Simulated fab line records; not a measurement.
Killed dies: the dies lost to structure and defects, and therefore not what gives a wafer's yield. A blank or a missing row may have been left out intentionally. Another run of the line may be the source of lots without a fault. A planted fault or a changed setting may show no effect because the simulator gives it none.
A lot that was struck, set against a sound lot | flow nand harc | 14 steps out of a route of 1159
Sound: wafers L991.1, L991.2, L991.3. Struck: wafer L989.4 (left out: L989.3, a lot-mate that was not struck); the cause follows at the end.
Each step with rows lists, per side, the tool, then ch with its chambers, then its first start. Under that, the readings that differ: sound wafers | struck wafers | difference of the means | sigmas: that difference in standard deviations of wafers without a fault.
alike: words and numbers the same on both sides, and readings whose means are apart by under 2 such deviations; not compared: readings that were withheld, readings missing a value for some wafer, numbers with overlapping values and no deviation given by the record, and bounds like >300 which may hide the same value.
The two part at a step that has a row with sigmas, a row that says differs or no value, or rows on one side only. Numbers that have no deviation but don't overlap get no sigmas and don't part them. A reading missing from all wafers of one side parts the sides only when that side holds two or more wafers.

first, 4 steps without rows for these wafers: NHARC_A_WL_FILL_STRIP_28 (strips in post etch residue remover, time 1200 s); NHARC_A_WL_FILL_PRECLEAN_06 (cleans in DIW, time 300 s); NHARC_A_WL_FILL_SRD_07; NHARC_A_WL_FILL_ANNEAL_08 (time 1800 s).
NHARC_A_WL_FILL_ALD_10: deposits SiO2, target thk 50 nm, pulse time 10 s, ald cycles 500.
  sound on ald hk-04 ch 1,2,3, day 17 07:00; struck on ald hk-02 ch 1, day 17 19:53
  alike: heater power w, precursor pulse height rel
NHARC_A_WL_FILL_ETCHBACK_16: etches the open film in C4F8/O2/Ar, target depth 88 nm, time 17.6 s.
  sound on rie diel-11 ch 0,2,3; struck on rie diel-06 ch 1
  reading                | sound             | struck | difference | sigmas
  oes product au (a.u.)  | 0.996 1.010 1.013 | 0.919  | -0.087     | -3
  rf hours counter h (h) | 1.9 0.9 2.2       | 5.6    | +3.9       |
  alike: rf vpp V
NHARC_A_WL_FILL_STRIP_29: strips in O2, time 20 s.
  sound on rie diel-11 ch 0,1,3, day 17 11:43; struck on rie diel-06 ch 2, day 17 23:35
  reading                | sound       | struck | difference | sigmas
  rf hours counter h (h) | 1.9 0.9 2.2 | 5.7    | +4.0       |
  alike: drypump motor current A, oes product au, rf vpp V, showerhead plenum p Torr, throttle valve pct
NHARC_A_WL_FILL_ETCHBACK_17: etches the open film in Cl2/BCl3, target depth 4 nm, time 26.7 s.
  sound on rie metal-01 ch 0,1, day 17 11:48; struck on rie metal-02 ch 1, day 17 23:42
  reading                     | sound       | struck | difference | sigmas
  drypump motor current A (A) | 5.5 6.0 6.0 | 4.9    | -0.9       | -2
  alike: oes product au
  not compared: rf hours counter h
then, 3 steps without rows for these wafers: NHARC_A_WL_FILL_PRECLEAN_18 (cleans in dHF, time 30 s); NHARC_A_WL_FILL_SRD_21; NHARC_A_WL_FILL_CVD_23 (deposits poly-Si, target thk 40 nm, time 800 s).
NHARC_A_WL_FILL_ETCHBACK_26: etches the open film in HBr, target depth 52 nm, time 13.3 s.
  sound on rie si-05 ch 0,2,3, day 17 14:45; struck on rie si-05 ch 1, day 18 05:04
  reading               | sound             | struck | difference | sigmas
  oes product au (a.u.) | 1.011 0.990 0.986 | 0.901  | -0.095     | -7
  alike: drypump motor current A, throttle valve pct
  not compared: rf hours counter h
then, 1 step without rows for these wafers: NHARC_A_WL_FILL_PRECLEAN_30 (cleans in dHF, time 10 s).
-- break in the record here, with 4 days between the starts of the struck wafers on either side (left off in module A_WL_FILL, picked up again in module END, where the first step shown is number 1159 on the route) --
NHARC_END_SORT_01:
  sound on prober-01 ch 0, day 21 09:29; struck on prober-01 ch 0, day 21 19:38
  alike: killed at array, killed at other, killed at periphery, killed dies, killed open, killed short

WHERE THEY PART
Last at NHARC_A_WL_FILL_ETCHBACK_26 as far as this record goes, first at NHARC_A_WL_FILL_ETCHBACK_16. Later steps at which nothing parts them and some readings are alike: NHARC_END_SORT_01.

WHY: whatever the simulator had introduced
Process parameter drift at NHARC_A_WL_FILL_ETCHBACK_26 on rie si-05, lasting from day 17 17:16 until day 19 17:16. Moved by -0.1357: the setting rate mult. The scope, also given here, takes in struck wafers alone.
